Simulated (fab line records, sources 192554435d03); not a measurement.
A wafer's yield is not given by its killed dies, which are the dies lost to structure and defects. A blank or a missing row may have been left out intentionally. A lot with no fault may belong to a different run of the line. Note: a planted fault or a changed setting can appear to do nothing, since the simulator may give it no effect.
What tool caused it? || flow n5 finfet || route of 1938 steps, sampled at 1 step: 12 lots, 36 wafers

== WHAT THE GAUGES READ, wafer by wafer ==
N5_BEOL_M2_CD_MEAS_28: target cd 26.2 nm, target cd y 24.1 nm.
{"lot": "L075", "measured": "day 6 21:55", "on": "cd sem-02", "cd nm (nm)": "26.24 26.05 26.13"}
{"lot": "L077", "measured": "day 7 05:25", "on": "cd sem-01", "cd nm (nm)": "25.69 25.73 25.96"}
{"lot": "L079", "measured": "day 7 14:30", "on": "cd sem-03", "cd nm (nm)": "26.28 25.98 26.18"}
{"lot": "L081", "measured": "day 8 09:50", "on": "cd sem-02", "cd nm (nm)": "25.90 26.14 26.36"}
{"lot": "L083", "measured": "day 8 20:58", "on": "cd sem-02", "cd nm (nm)": "25.89 26.11 25.99"}
{"lot": "L085", "measured": "day 9 09:52", "on": "cd sem-03", "cd nm (nm)": "26.42 25.95 26.33"}
{"lot": "L088", "measured": "day 9 21:15", "on": "cd sem-03", "cd nm (nm)": "26.52 26.08 26.44"}
{"lot": "L089", "measured": "day 10 07:05", "on": "cd sem-02", "cd nm (nm)": "25.86 26.05 26.40"}
{"lot": "L091", "measured": "day 10 18:23", "on": "cd sem-03", "cd nm (nm)": "25.84 26.49 26.28"}
{"lot": "L093", "measured": "day 11 12:35", "on": "cd sem-03", "cd nm (nm)": "26.07 25.74 25.83"}
{"lot": "L095", "measured": "day 12 03:17", "on": "cd sem-02", "cd nm (nm)": "26.03 26.20 25.80"}
{"lot": "L097", "measured": "day 12 16:55", "on": "cd sem-03", "cd nm (nm)": "25.98 26.18 25.99"}

== WHAT TOOL EACH LOT RAN ON (gives the tool, then ch and the chambers of the sampled wafers, and finally the start) ==
The record holds no process step before these readings.

== THE ANSWER, worked out from the rows above alone ==
Rule: usual is defined by the lots themselves. Put in order of their means at a reading, lots are off if they are a third of the lots or fewer, leave a main group of 4 or more, and stand apart from it by a gap of 3 or more times the standard deviation of the main group's means; of several such gaps the widest counts. Not used: any main group whose means are identical at the precision the tables above print for the reading. Also off: a lot with no number at a reading for which 4 or more lots have one. Any other lot the step has rows for is counted as sound.
No lot is off at any reading shown: from this, nothing can be told.

== WHAT THE SIMULATOR PUT IN ==
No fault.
